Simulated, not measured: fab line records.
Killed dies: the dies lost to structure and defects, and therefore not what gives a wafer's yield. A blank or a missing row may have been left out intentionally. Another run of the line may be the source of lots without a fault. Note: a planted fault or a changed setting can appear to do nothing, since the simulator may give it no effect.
fab line records + flow n5-finfet
[record]
- lots = 10
- wafers = 24
- last-day = 18
route steps=1938 shown BEOL_M3@945 BEOL_M4@1111 PASSIVATION@1936
lots that met no fault: from a run of the same line without faults
start-h: hours from the record's opening day to when the first of the lot's shown wafers began + wait-h: hours elapsed since this lot's preceding step + " the same as in the row above + L1.1+2: one row covering several wafers at once + - no value, or no start given + * or withheld: withheld + < > ~ a bound
route shown NAME@n: NAME is a module with steps in the file, n the number in the route of the first one + usual: mean and standard deviation over wafers with no fault + same: alike in all rows + chamber/n: place in a boat + sites: each site's reading + _std_site: how widely they spread, as a standard deviation + _edge_site: mean of outer sites minus mean of inner sites + radius-mm: how far each site lies from the wafer's centre + mask NAME#n: copy n + behind: the tool/chamber that last shaped the wafer + hold: the reason the lot was held/the length of the hold in hours/how it ended + device: the n, p or np transistor that did not switch + end of line: tests run on the same wafers once the route is complete + where a step has no rows: the recipe by itself + killed: dies that structure and defects cost at the first sort, which is not the same as the wafer's yield + map: shows each die of a wafer: x if killed, . if not, _ if none is there
set.NAME: the setting that was run; set.NAME@STEP: the one run at that earlier step + model.NAME: the simulator's own value behind a step, which no gauge read
steps of the route over a sample of lots; a table a step, a row a wafer
services: a tool's chamber out of use, with start hour (start-h, from the record's first day; less than 0 if before it), hours out, and reason
[[steps]]
[step N5_BEOL_M3_OVL_MEAS_12]
[recipe]
- points-per-wafer = 522
[usual]
- M3_OVL = 0.1/0.71
| lot.wafer | tool       | chamber | start-h | wait-h | M3_OVL[nm] |
|-----------|------------|---------|---------|--------|------------|
| L900.4    | overlay-01 | 0       | 145.36  | 0.0    | 0.2        |
| L900.6    | "          | 0       | "       | "      | -0.5       |
| L908.3    | overlay-02 | 0       | 197.22  | 0.0    | -0.5       |
| L908.4    | "          | 0       | "       | "      | 0.5        |
| L908.6    | "          | 0       | "       | "      | -0.1       |
| L910.2    | overlay-01 | 0       | 203.54  | 0.0    | 1.3        |
| L910.4    | "          | 0       | "       | "      | 0.5        |
| L910.6    | "          | 0       | "       | "      | 0.3        |
| L916.1    | overlay-01 | 0       | 256.02  | 0.0    | -0.3       |
| L916.3    | "          | 0       | "       | "      | -0.6       |
| L916.5    | "          | 0       | "       | "      | 0.4        |
| L917.1    | overlay-02 | 0       | 263.18  | 0.0    | 0.5        |
| L917.4    | "          | 0       | "       | "      | 0.4        |
| L921.2    | overlay-01 | 0       | 278.39  | 0.0    | 0.7        |
| L921.4    | "          | 0       | "       | "      | 0.9        |
| L919.1    | overlay-01 | 0       | 282.39  | 0.0    | 0.8        |
| L919.6    | "          | 0       | "       | "      | 0.3        |
| L923.2    | overlay-02 | 0       | 288.11  | 0.0    | -0.9       |
| L923.4    | "          | 0       | "       | "      | -0.9       |
| L920.3    | overlay-01 | 0       | 289.99  | 0.0    | 0.1        |
| L920.5    | "          | 0       | "       | "      | 0.4        |
| L922.4    | overlay-02 | 0       | 294.89  | 0.0    | 0.4        |
| L922.5    | "          | 0       | "       | "      | 0.8        |
| L922.6    | "          | 0       | "       | "      | 0.3        |
[step N5_BEOL_M3_ETCH_64]
[recipe]
- chemistry = N2/H2
- target = SOC
- target-depth-a = 750
- overetch-a = 150
- mask-material = SiARC
- temp-c = 40
- time-s = 112.5
- ion-energy-ev = 200
- pressure-mtorr = 30
- source-w = 840
- bias-w = 150
- n2-flow-sccm = 200
- h2-flow-sccm = 200
[usual]
- bias-w = 150.0/0.44
- drypump-motor-current-A = 6.0/0.39
- oes-product-au = 0.63/0.071
- rf-vpp-V = 523.7/2.5
- showerhead-plenum-p-Torr = 2.53/0.08
- throttle-valve-pct = 17.76/0.27
| lot.wafer | tool        | chamber | start-h | wait-h | bias-w | drypump-motor-current-A | oes-product-au | rf-hours-counter-h | rf-vpp-V | showerhead-plenum-p-Torr | throttle-valve-pct |
|-----------|-------------|---------|---------|--------|--------|-------------------------|----------------|--------------------|----------|--------------------------|--------------------|
| L900.4    | rie-diel-03 | 0       | 145.57  | 0.1    | 150.0  | 5.2                     | 0.64           | -                  | 524.7    | 2.55                     | 17.58              |
| L900.6    | "           | 2       | "       | "      | 150.1  | 6.6                     | 0.57           | -                  | 523.7    | 2.51                     | 17.84              |
| L908.3    | rie-diel-02 | 1       | 197.38  | 0.0    | 149.4  | 5.8                     | 0.58           | 164                | 520.3    | 2.41                     | 18.05              |
| L908.4    | "           | 0       | "       | "      | 150.4  | 6.7                     | 0.67           | 57                 | 523.6    | 2.58                     | 17.30              |
| L908.6    | "           | 3       | "       | "      | 149.8  | 5.9                     | 0.59           | -                  | 521.9    | 2.43                     | 17.73              |
| L910.2    | rie-diel-02 | 1       | 204.63  | 0.0    | 149.5  | 5.7                     | 0.58           | 166                | 521.2    | 2.41                     | 18.06              |
| L910.4    | "           | 3       | "       | "      | 150.0  | 5.8                     | 0.59           | -                  | 521.0    | 2.43                     | 17.73              |
| L910.6    | "           | 1       | "       | "      | 149.4  | 5.7                     | 0.58           | -                  | 520.5    | 2.41                     | 18.05              |
| L916.1    | rie-diel-03 | 2       | 256.27  | 0.0    | 149.4  | 6.6                     | 0.56           | 241                | 521.9    | 2.50                     | 17.92              |
| L916.3    | "           | 1       | "       | "      | 150.4  | 5.8                     | 0.72           | 30                 | 523.5    | 2.49                     | 17.52              |
| L916.5    | "           | 0       | "       | "      | 149.9  | 5.3                     | 0.62           | -                  | 524.9    | 2.54                     | 17.66              |
| L917.1    | rie-diel-03 | 2       | 263.36  | 0.0    | 149.7  | 6.6                     | 0.55           | 243                | 522.3    | 2.50                     | 17.94              |
| L917.4    | "           | 0       | "       | "      | 149.5  | 5.3                     | 0.62           | 135                | 525.3    | 2.54                     | 17.65              |
| L921.2    | rie-diel-02 | 0       | 278.55  | 0.0    | 150.0  | 6.7                     | 0.66           | 80                 | 524.7    | 2.57                     | 17.34              |
| L921.4    | "           | 2       | "       | "      | 150.1  | 5.7                     | 0.73           | 16                 | 528.5    | 2.71                     | 17.89              |
| L919.1    | rie-diel-01 | 2       | 282.57  | 0.0    | 150.0  | 6.0                     | 0.56           | 193                | 526.5    | 2.62                     | 18.02              |
| L919.6    | "           | 2       | "       | "      | 150.3  | 6.0                     | 0.56           | -                  | 525.4    | 2.62                     | 18.03              |
| L923.2    | rie-diel-02 | 0       | 288.28  | 0.0    | 149.0  | 6.7                     | 0.65           | 83                 | 526.1    | 2.57                     | 17.35              |
| L923.4    | "           | 3       | "       | "      | 150.5  | 5.9                     | 0.57           | 208                | 520.0    | 2.42                     | 17.75              |
| L920.3    | rie-diel-01 | 0       | 290.15  | 0.0    | 149.6  | 6.2                     | 0.70           | 37                 | 525.3    | 2.56                     | 17.35              |
| L920.5    | "           | 3       | "       | "      | 149.9  | 5.9                     | 0.56           | -                  | 522.0    | 2.51                     | 18.04              |
| L922.4    | rie-diel-03 | 1       | 295.09  | 0.1    | 150.4  | 5.8                     | 0.70           | -                  | 522.2    | 2.48                     | 17.54              |
| L922.5    | "           | 0       | "       | "      | 150.1  | 5.3                     | 0.61           | -                  | 524.6    | 2.53                     | 17.67              |
| L922.6    | "           | 3       | "       | "      | 150.1  | 6.5                     | 0.55           | -                  | 526.0    | 2.60                     | 17.92              |
[step N5_BEOL_M3_INSPECT_30]
[recipe]
- mode = adi
- inspect-instrument = brightfield
[usual]
- raw-defect-count = 383/93
| lot.wafer | tool              | chamber | start-h | wait-h | raw-defect-count |
|-----------|-------------------|---------|---------|--------|------------------|
| L900.4    | defect-inspect-01 | -       | 146.49  | 0.0    | 441              |
| L900.6    | "                 | -       | "       | "      | 506              |
| L908.3    | defect-inspect-02 | -       | 198.26  | 0.0    | 1198             |
| L908.4    | "                 | -       | "       | "      | 1092             |
| L908.6    | "                 | -       | "       | "      | 1292             |
| L910.2    | defect-inspect-02 | -       | 205.64  | 0.0    | 1345             |
| L910.4    | "                 | -       | "       | "      | 1355             |
| L910.6    | "                 | -       | "       | "      | 1347             |
| L916.1    | defect-inspect-01 | -       | 257.25  | 0.1    | 420              |
| L916.3    | "                 | -       | "       | "      | 385              |
| L916.5    | "                 | -       | "       | "      | 447              |
| L917.1    | defect-inspect-02 | -       | 264.11  | 0.1    | 679              |
| L917.4    | "                 | -       | "       | "      | 504              |
| L921.2    | defect-inspect-01 | -       | 279.43  | 0.0    | 436              |
| L921.4    | "                 | -       | "       | "      | 353              |
| L919.1    | defect-inspect-01 | -       | 283.52  | 0.1    | 528              |
| L919.6    | "                 | -       | "       | "      | 382              |
| L923.2    | defect-inspect-01 | -       | 289.16  | 0.0    | 312              |
| L923.4    | "                 | -       | "       | "      | 417              |
| L920.3    | defect-inspect-02 | -       | 290.92  | 0.0    | 348              |
| L920.5    | "                 | -       | "       | "      | 373              |
| L922.4    | defect-inspect-02 | -       | 295.85  | 0.0    | 380              |
| L922.5    | "                 | -       | "       | "      | 326              |
| L922.6    | "                 | -       | "       | "      | 360              |
[step N5_BEOL_M3_ETCH_69]
[recipe]
- chemistry = CF4
- target = SiARC
- target-depth-a = 156
- mask-material = CAR-EUV
- time-s = 26
- ion-energy-ev = 80
- pressure-mtorr = 40
- source-w = 545
- bias-w = 36
- Ar_flow_sccm = 100
- cf4-flow-sccm = 100
- ends = cleared
[usual]
- bias-w = 35.99/0.12
- drypump-motor-current-A = 6.0/0.42
- etch-rf-on-time-s = 26.2/0.96
- oes-product-au = 0.68/0.085
- rf-vpp-V = 184.0/1.2
- showerhead-plenum-p-Torr = 2.14/0.064
- throttle-valve-pct = 15.60/0.24
| lot.wafer | tool        | chamber | start-h | wait-h | bias-w | drypump-motor-current-A | etch-rf-on-time-s | oes-product-au | rf-hours-counter-h | rf-vpp-V | showerhead-plenum-p-Torr | throttle-valve-pct |
|-----------|-------------|---------|---------|--------|--------|-------------------------|-------------------|----------------|--------------------|----------|--------------------------|--------------------|
| L900.4    | rie-diel-02 | 1       | 146.57  | 0.0    | 35.75  | 5.7                     | 26.1              | 0.64           | 148                | 183.3    | 2.07                     | 16.00              |
| L900.6    | "           | 1       | "       | "      | 35.80  | 5.7                     | 26.2              | 0.64           | -                  | 183.8    | 2.07                     | 16.00              |
| L908.3    | rie-diel-01 | 2       | 198.35  | 0.0    | 36.11  | 6.0                     | 25.4              | 0.62           | 168                | 184.7    | 2.21                     | 15.80              |
| L908.4    | "           | 3       | "       | "      | 35.81  | 5.9                     | 27.4              | 0.59           | 207                | 184.0    | 2.14                     | 15.77              |
| L908.6    | "           | 3       | "       | "      | 35.88  | 5.9                     | 27.1              | 0.59           | -                  | 184.6    | 2.14                     | 15.80              |
| L910.2    | rie-diel-02 | 1       | 205.72  | 0.0    | 35.88  | 5.7                     | 26.0              | 0.63           | 166                | 183.0    | 2.06                     | 16.04              |
| L910.4    | "           | 1       | "       | "      | 35.92  | 5.7                     | 26.1              | 0.63           | -                  | 181.7    | 2.06                     | 16.04              |
| L910.6    | "           | 0       | "       | "      | 35.86  | 6.7                     | 25.1              | 0.75           | -                  | 185.3    | 2.18                     | 15.26              |
| L916.1    | rie-diel-02 | 2       | 257.39  | 0.0    | 35.97  | 5.7                     | 23.6              | 0.86           | 8                  | 186.0    | 2.29                     | 15.62              |
| L916.3    | "           | 0       | "       | "      | 36.08  | 6.6                     | 25.9              | 0.72           | 73                 | 183.9    | 2.18                     | 15.30              |
| L916.5    | "           | 0       | "       | "      | 36.17  | 6.7                     | 25.9              | 0.73           | -                  | 182.8    | 2.18                     | 15.27              |
| L917.1    | rie-diel-02 | 0       | 264.20  | 0.0    | 36.07  | 6.7                     | 26.2              | 0.71           | 76                 | 185.3    | 2.18                     | 15.29              |
| L917.4    | "           | 1       | "       | "      | 35.68  | 5.7                     | 26.9              | 0.60           | -                  | 182.5    | 2.05                     | 16.08              |
| L921.2    | rie-diel-03 | 1       | 279.84  | 0.0    | 35.98  | 5.8                     | 27.2              | 0.74           | 37                 | 183.9    | 2.08                     | 15.36              |
| L921.4    | "           | 1       | "       | "      | 35.98  | 5.8                     | 27.3              | 0.75           | -                  | 184.2    | 2.08                     | 15.36              |
| L919.1    | rie-diel-03 | 3       | 283.77  | 0.0    | 35.89  | 6.4                     | 25.5              | 0.60           | 229                | 184.8    | 2.20                     | 15.77              |
| L919.6    | "           | 1       | "       | "      | 35.90  | 5.8                     | 27.3              | 0.74           | -                  | 183.1    | 2.08                     | 15.35              |
| L923.2    | rie-diel-02 | 0       | 289.37  | 0.0    | 35.92  | 6.7                     | 25.7              | 0.71           | 84                 | 184.3    | 2.17                     | 15.31              |
| L923.4    | "           | 3       | "       | "      | 35.78  | 5.8                     | 27.2              | 0.61           | 208                | 181.8    | 2.04                     | 15.53              |
| L920.3    | rie-diel-01 | 2       | 291.00  | 0.0    | 36.04  | 6.0                     | 25.9              | 0.60           | 196                | 185.5    | 2.20                     | 15.84              |
| L920.5    | "           | 1       | "       | "      | 35.93  | 6.0                     | 26.8              | 0.72           | -                  | 183.3    | 2.10                     | 15.70              |
| L922.4    | rie-diel-03 | 1       | 295.96  | 0.0    | 35.90  | 5.8                     | 27.4              | 0.74           | -                  | 183.7    | 2.08                     | 15.36              |
| L922.5    | "           | 3       | "       | "      | 35.97  | 6.4                     | 25.6              | 0.59           | -                  | 186.1    | 2.20                     | 15.78              |
| L922.6    | "           | 0       | "       | "      | 35.97  | 5.2                     | 27.0              | 0.64           | -                  | 184.7    | 2.14                     | 15.58              |
[step N5_BEOL_M3_STRIP_36]
[recipe]
- chemistry = N2/H2
- power-w = 450
- temp-c = 40
- pressure-mtorr = 20
- rf-frequency-hz = 6e+07
- overash-fraction = 0.3
- bias-power-w = 7
- h2-frac = 0.5
- n2-flow-sccm = 200
- h2-flow-sccm = 200
[usual]
- drypump-motor-current-A = 6.0/0.39
- oes-product-au = 0.80/0.099
- rf-vpp-V = 59.1/1.4
- showerhead-plenum-p-Torr = 2.53/0.076
- throttle-valve-pct = 23.5/0.33
| lot.wafer | tool        | chamber | start-h | wait-h | drypump-motor-current-A | oes-product-au | rf-hours-counter-h | rf-vpp-V | showerhead-plenum-p-Torr | throttle-valve-pct |
|-----------|-------------|---------|---------|--------|-------------------------|----------------|--------------------|----------|--------------------------|--------------------|
| L900.4    | rie-diel-02 | 0       | 149.62  | 0.0    | 6.7                     | 0.90           | 42                 | 58.2     | 2.58                     | 23.0               |
| L900.6    | "           | 1       | "       | "      | 5.7                     | 0.75           | -                  | 58.8     | 2.41                     | 23.8               |
| L908.3    | rie-diel-03 | 0       | 203.42  | 0.0    | 5.2                     | 0.78           | 118                | 58.4     | 2.54                     | 23.3               |
| L908.4    | "           | 3       | "       | "      | 6.4                     | 0.69           | 212                | 60.9     | 2.61                     | 23.7               |
| L908.6    | "           | 1       | "       | "      | 5.8                     | 0.94           | -                  | 58.9     | 2.49                     | 23.2               |
| L910.2    | rie-diel-01 | 0       | 215.96  | 0.0    | 6.2                     | 0.95           | 18                 | 59.8     | 2.56                     | 23.0               |
| L910.4    | "           | 2       | "       | "      | 6.0                     | 0.71           | 174                | 61.2     | 2.62                     | 23.8               |
| L910.6    | "           | 2       | "       | "      | 6.0                     | 0.71           | -                  | 59.3     | 2.62                     | 23.8               |
| L916.1    | rie-diel-01 | 2       | 259.57  | 0.0    | 6.0                     | 0.71           | 186                | 61.6     | 2.62                     | 23.9               |
| L916.3    | "           | 0       | "       | "      | 6.2                     | 0.90           | 29                 | 58.4     | 2.55                     | 23.0               |
| L916.5    | "           | 0       | "       | "      | 6.2                     | 0.89           | -                  | 59.6     | 2.55                     | 23.0               |
| L917.1    | rie-diel-01 | 0       | 268.49  | 0.0    | 6.2                     | 0.90           | 32                 | 60.8     | 2.55                     | 23.0               |
| L917.4    | "           | 3       | "       | "      | 5.9                     | 0.72           | 223                | 60.1     | 2.51                     | 23.9               |
| L921.2    | rie-diel-03 | 0       | 286.07  | 0.0    | 5.3                     | 0.76           | 143                | 59.1     | 2.53                     | 23.3               |
| L921.4    | "           | 0       | "       | "      | 5.2                     | 0.76           | -                  | 59.6     | 2.53                     | 23.4               |
| L919.1    | rie-diel-02 | 3       | 286.33  | 0.0    | 5.8                     | 0.72           | 207                | 59.8     | 2.41                     | 23.6               |
| L919.6    | "           | 2       | "       | "      | 5.7                     | 0.94           | -                  | 59.6     | 2.71                     | 23.8               |
| L923.2    | rie-diel-03 | 3       | 290.01  | 0.0    | 6.5                     | 0.68           | 232                | 59.5     | 2.60                     | 23.7               |
| L923.4    | "           | 1       | "       | "      | 5.8                     | 0.89           | -                  | 59.9     | 2.48                     | 23.2               |
| L920.3    | rie-diel-01 | 2       | 295.21  | 0.0    | 6.0                     | 0.69           | 197                | 59.0     | 2.61                     | 23.9               |
| L920.5    | "           | 3       | "       | "      | 5.9                     | 0.70           | -                  | 60.2     | 2.50                     | 23.9               |
| L922.4    | rie-diel-03 | 1       | 298.62  | 0.0    | 5.8                     | 0.90           | -                  | 59.1     | 2.48                     | 23.2               |
| L922.5    | "           | 3       | "       | "      | 6.5                     | 0.68           | -                  | 59.0     | 2.60                     | 23.8               |
| L922.6    | "           | 0       | "       | "      | 5.2                     | 0.75           | -                  | 61.0     | 2.53                     | 23.4               |
[step N5_BEOL_M4_RC_MEAS_101]
[usual]
- DIBL_N = 36.1/2
- DIBL_P = 36.3/2.5
- IOFF_N = 0.16/0.037
- IOFF_P = 0.21/0.039
- ION_N = 678/15
- ION_P = 465/8.7
- SS_N = 71.4/0.7
- SS_P = 73.3/0.74
- VT_N = 249/3.6
- VT_P = -250.0/2.9
| lot.wafer | tool      | chamber | start-h | wait-h | DIBL_N[mV/V] | DIBL_P[mV/V] | IOFF_N[nA/um] | IOFF_P[nA/um] | ION_N[uA/um] | ION_P[uA/um] | SS_N[mV/dec] | SS_P[mV/dec] | VT_N[mV] | VT_P[mV] |
|-----------|-----------|---------|---------|--------|--------------|--------------|---------------|---------------|--------------|--------------|--------------|--------------|----------|----------|
| L900.4    | prober-01 | 0       | 162.15  | 0.5    | 35.5         | 36.4         | 0.16          | 0.26          | 669          | 475          | 72.2         | 73.6         | 251      | -243.3   |
| L900.6    | "         | 0       | "       | "      | 33.2         | 33.5         | 0.11          | 0.20          | 649          | 462          | 71.1         | 72.7         | 257      | -247.6   |
| L908.3    | prober-02 | 0       | 233.23  | 0.3    | 38.9         | 40.1         | 0.20          | 0.21          | 675          | 456          | 72.3         | 73.5         | 250      | -253.0   |
| L908.4    | "         | 0       | "       | "      | 35.9         | 37.6         | 0.15          | 0.18          | 673          | 453          | 71.5         | 72.7         | 252      | -254.6   |
| L908.6    | "         | 0       | "       | "      | 36.7         | 38.4         | 0.16          | 0.19          | 670          | 452          | 72.0         | 72.8         | 252      | -253.3   |
| L910.2    | prober-02 | 0       | 238.91  | 0.2    | 34.5         | 33.9         | 0.13          | 0.19          | 677          | 467          | 71.6         | 73.5         | 249      | -249.3   |
| L910.4    | "         | 0       | "       | "      | 36.6         | 35.8         | 0.16          | 0.22          | 685          | 462          | 72.0         | 73.9         | 246      | -250.9   |
| L910.6    | "         | 0       | "       | "      | 36.0         | 35.6         | 0.16          | 0.21          | 683          | 465          | 71.9         | 73.1         | 247      | -249.6   |
| L916.1    | prober-02 | 0       | 283.95  | 0.0    | 32.4         | 32.2         | 0.11          | 0.13          | 660          | 448          | 70.8         | 71.7         | 252      | -256.9   |
| L916.3    | "         | 0       | "       | "      | 35.0         | 36.2         | 0.15          | 0.18          | 670          | 458          | 71.6         | 73.5         | 250      | -254.3   |
| L916.5    | "         | 0       | "       | "      | 32.9         | 34.0         | 0.13          | 0.16          | 675          | 461          | 70.4         | 71.8         | 248      | -254.9   |
| L917.1    | prober-02 | 0       | 299.15  | 0.0    | 35.3         | 36.6         | 0.15          | 0.21          | 654          | 456          | 71.2         | 73.1         | 252      | -249.0   |
| L917.4    | "         | 0       | "       | "      | 34.1         | 34.7         | 0.14          | 0.19          | 674          | 473          | 70.5         | 71.9         | 251      | -250.6   |
| L921.2    | prober-02 | 0       | 306.21  | 0.2    | 38.5         | 39.9         | 0.21          | 0.22          | 685          | 455          | 72.0         | 74.3         | 248      | -252.6   |
| L921.4    | "         | 0       | "       | "      | 35.2         | 34.9         | 0.15          | 0.16          | 671          | 451          | 70.6         | 72.9         | 252      | -256.1   |
| L919.1    | prober-02 | 0       | 308.27  | 0.0    | 34.5         | 35.3         | 0.15          | 0.20          | 690          | 476          | 71.0         | 72.5         | 249      | -250.5   |
| L919.6    | "         | 0       | "       | "      | 34.3         | 35.2         | 0.13          | 0.19          | 660          | 453          | 70.8         | 72.5         | 252      | -249.1   |
| L923.2    | prober-02 | 0       | 313.26  | 0.2    | 34.2         | 34.1         | 0.13          | 0.18          | 676          | 466          | 70.1         | 73.3         | 251      | -251.3   |
| L923.4    | "         | 0       | "       | "      | 36.9         | 37.5         | 0.16          | 0.23          | 672          | 468          | 71.6         | 74.1         | 251      | -249.1   |
| L920.3    | prober-02 | 0       | 318.94  | 0.3    | 35.6         | 35.0         | 0.15          | 0.20          | 675          | 466          | 71.8         | 73.3         | 250      | -247.7   |
| L920.5    | "         | 0       | "       | "      | 33.9         | 33.2         | 0.13          | 0.20          | 679          | 471          | 70.7         | 73.0         | 252      | -248.3   |
| L922.4    | prober-01 | 0       | 325.44  | 0.5    | 39.8         | 41.0         | 0.25          | 0.31          | 702          | 476          | 72.3         | 74.4         | 242      | -245.9   |
| L922.5    | "         | 0       | "       | "      | 36.3         | 37.9         | 0.17          | 0.25          | 687          | 474          | 71.1         | 74.2         | 246      | -244.9   |
| L922.6    | "         | 0       | "       | "      | 37.8         | 38.1         | 0.21          | 0.24          | 689          | 460          | 72.4         | 74.1         | 244      | -248.1   |
[step N5_PASSIVATION_PROBE_49]
[usual]
- defect-limited-yield = 91.1/1.3
- killed_at_M0_to_M3 = 32/9.7
- killed_at_M4_up = 16/6
- killed-at-contacts = 12/5.9
- killed-at-front-end = 41/11
- killed-at-other = 4/3.1
- killed-dies = 104/16
- killed-on-rim = 14/4
- killed-open = 68/12
- killed-short = 34/7.4
- sort_bin_5_function = 5.1/0.85
- sort_bin_6_memory = 3.3/0.66
- sort_bin_8_speed = 0.1/0.53
- sort-n-pass = 1075/16
- sort-yield-pct = 91.1/1.4
[same]
- gross-dies = 1180
- killed-at-back-side = 0
- sort_bin_4_leakage[%] = 0
| lot.wafer | tool      | chamber | start-h | wait-h | defect-limited-yield[%] | killed_at_M0_to_M3 | killed_at_M4_up | killed-at-contacts | killed-at-front-end | killed-at-other | killed-dies | killed-on-rim | killed-open | killed-short | sort_bin_5_function[%] | sort_bin_6_memory[%] | sort_bin_8_speed[%] | sort-n-pass | sort-yield-pct[%] |
|-----------|-----------|---------|---------|--------|-------------------------|--------------------|-----------------|--------------------|---------------------|-----------------|-------------|---------------|-------------|--------------|------------------------|----------------------|---------------------|-------------|-------------------|
| L908.3    | prober-01 | -       | 332.30  | 0.1    | 82.5                    | 143                | 16              | 15                 | 27                  | 5               | 206         | 27            | 51          | 26           | 11.2                   | 3.1                  | 0                   | 974         | 82.5              |
| L908.4    | prober-01 | -       | 332.35  | 0.2    | 80.1                    | 158                | 20              | 10                 | 47                  | 0               | 235         | 16            | 52          | 43           | 12.8                   | 3.5                  | 0                   | 945         | 80.1              |
| L908.6    | prober-01 | -       | 332.45  | 0.3    | 82.2                    | 131                | 19              | 15                 | 43                  | 2               | 210         | 30            | 62          | 35           | 10.3                   | 4.0                  | 0                   | 970         | 82.2              |
| L910.2    | prober-02 | -       | 346.97  | 0.1    | 84.0                    | 145                | 9               | 6                  | 26                  | 3               | 189         | 26            | 41          | 18           | 9.2                    | 3.1                  | 0                   | 991         | 84.0              |
| L910.4    | prober-02 | -       | 347.07  | 0.2    | 82.9                    | 144                | 11              | 15                 | 28                  | 4               | 202         | 27            | 66          | 23           | 10.2                   | 3.8                  | 0                   | 978         | 82.9              |
| L910.6    | prober-02 | -       | 347.17  | 0.3    | 82.9                    | 148                | 15              | 11                 | 27                  | 1               | 202         | 29            | 53          | 28           | 10.3                   | 3.3                  | 0                   | 978         | 82.9              |
| L917.1    | prober-01 | -       | 399.94  | 0.0    | 93.1                    | 18                 | 22              | 7                  | 35                  | 0               | 82          | 8             | 54          | 27           | 4.8                    | 2.0                  | 0                   | 1098        | 93.1              |
| L917.4    | prober-01 | -       | 400.09  | 0.2    | 94.2                    | 16                 | 13              | 5                  | 31                  | 3               | 68          | 10            | 41          | 26           | 3.6                    | 2.1                  | 0                   | 1112        | 94.2              |
// killed by level:class
L908.3 BEOL_M3:unspecified=127 MOL_CONTACT_COAG:geometric-particle:open=14 FIN_SAQP:geometric-particle:short=11 BEOL_M4:geometric-particle:open=7 BEOL_M0_SAQP:geometric-particle:open=6 FIN_SAQP:geometric-particle:open=4 ILD0:geometric-particle:open=3 BEOL_M0_SAQP:geometric-particle:short=3
L908.4 BEOL_M3:unspecified=139 FIN_SAQP:geometric-particle:short=18 MOL_CONTACT_COAG:geometric-particle:open=9 BEOL_M4:geometric-particle:open=8 FIN_SAQP:geometric-particle:open=5 STARTING-WAFER:geometric-particle:short=5 BEOL_M2:geometric-particle:open=4 GATE_CUT:geometric-particle:short=4
L908.6 BEOL_M3:unspecified=106 MOL_CONTACT_COAG:geometric-particle:open=13 FIN_SAQP:geometric-particle:short=11 FIN_SAQP:geometric-particle:open=8 DUMMY_GATE:geometric-particle:open=7 BEOL_M0_SAQP:geometric-particle:short=7 BEOL_M2:geometric-particle:open=6 BEOL_M0_SAQP:geometric-particle:open=5
L910.2 BEOL_M3:unspecified=121 BEOL_M1:geometric-particle:open=8 HKMG_FIN:area-etch=6 STI_FIN_REVEAL:geometric-particle:open=5 MOL_CONTACT_COAG:geometric-particle:open=4 BEOL_M0:geometric-particle:open=4 STI_FIN_REVEAL:geometric-particle:short=3 BEOL_M1:geometric-particle:short=3
L910.4 BEOL_M3:unspecified=111 STI_FIN_REVEAL:geometric-particle:open=15 MOL_CONTACT_COAG:geometric-particle:open=14 BEOL_M0_SAQP:geometric-particle:open=9 BEOL_M0_SAQP:geometric-particle:short=7 BEOL_M3:geometric-particle:open=6 FIN_SAQP:geometric-particle:short=4 BEOL_M4:geometric-particle:open=4
L910.6 BEOL_M3:unspecified=121 MOL_CONTACT_COAG:geometric-particle:open=10 BEOL_M0_SAQP:geometric-particle:short=8 STI_FIN_REVEAL:geometric-particle:open=7 BEOL_M8:geometric-particle:open=7 GATE_CUT:geometric-particle:short=6 FIN_SAQP:geometric-particle:short=5 BEOL_M1:geometric-particle:open=5
L917.1 BEOL_M3:geometric-particle:open=7 FIN_SAQP:geometric-particle:short=6 BEOL_M4:geometric-particle:open=6 DUMMY_GATE:geometric-particle:open=5 MOL_CONTACT_COAG:geometric-particle:open=5 BEOL_M2:geometric-particle:open=5 STARTING-WAFER:geometric-particle:open=5 GATE_CUT:geometric-particle:short=4
L917.4 FIN_SAQP:geometric-particle:short=9 DUMMY_GATE:geometric-particle:open=7 MOL_CONTACT_COAG:geometric-particle:open=4 BEOL_M3:geometric-particle:open=4 GATE_CUT:geometric-particle:short=3 BEOL_M1:geometric-particle:open=3 BEOL_M3:geometric-particle:short=3 BEOL_M5:geometric-particle:open=3
[[services]]
| tool        | chamber | start-h | hours | kind                          |
|-------------|---------|---------|-------|-------------------------------|
| rie-diel-03 | 1       | 142.19  | -     | clean                         |
| rie-diel-03 | 1       | 142.19  | -     | consumable-replace:focus-ring |
| rie-diel-03 | 1       | 142.19  | 18.4  | scheduled-down                |
| rie-diel-03 | 1       | 142.19  | 18.4  | vent-cycle                    |
| rie-diel-01 | 0       | 143.73  | -     | clean                         |
| rie-diel-01 | 0       | 143.73  | -     | consumable-replace:focus-ring |
| rie-diel-01 | 0       | 143.73  | 12.9  | scheduled-down                |
| rie-diel-01 | 0       | 143.73  | 12.9  | vent-cycle                    |
| rie-diel-02 | 3       | 159.82  | 13.2  | repair                        |
| rie-diel-01 | -       | 185.38  | 2.8   | pm                            |
| rie-diel-02 | 2       | 203.25  | -     | clean                         |
| rie-diel-02 | 2       | 203.25  | -     | consumable-replace:focus-ring |
| rie-diel-02 | 2       | 203.25  | -     | consumable-replace:showerhead |
| rie-diel-02 | 2       | 203.25  | 16.7  | scheduled-down                |
| rie-diel-02 | 2       | 203.25  | 16.7  | vent-cycle                    |
| rie-diel-01 | 1       | 203.57  | 9.8   | repair                        |
| rie-diel-01 | 3       | 254.41  | 9.7   | repair                        |
| rie-diel-02 | 3       | 255.88  | 9.2   | repair                        |
| rie-diel-03 | 3       | 274.13  | 5.8   | repair                        |
| rie-diel-01 | 3       | 275.10  | 4.1   | repair                        |
| rie-diel-03 | 2       | 283.09  | -     | clean                         |
| rie-diel-03 | 2       | 283.09  | -     | consumable-replace:focus-ring |
| rie-diel-03 | 2       | 283.09  | 32.6  | scheduled-down                |
| rie-diel-03 | 2       | 283.09  | 32.6  | vent-cycle                    |
[[key]]
[first-sign]
- step = N5_BEOL_M3_INSPECT_30
- reading = raw-defect-count
- direction = up
- sigmas = 9.6
- usual = 383
- struck = 1272
[effect]
- step = N5_PASSIVATION_PROBE_49
- reading = killed_at_M0_to_M3
- direction = up
- sigmas = 12
- usual = 32
- struck = 145
[more-kills-born-at]
- N5_BEOL_M3_ETCH_64@rie-diel-02 = 725
met-at N5_BEOL_M3_ETCH_64
struck-lots L908,L910
not-acting-at N5_BEOL_M3_OVL_MEAS_12,N5_BEOL_M3_ETCH_69,N5_BEOL_M3_STRIP_36
[fault]
- kind = chamber-particle-source
- tool = rie-diel-02
- chamber = -
- onset-h = 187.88
- steps = N5_BEOL_M3_ETCH_64
- rate-per-visit-cm2 = 1.3344
- end-h = 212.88
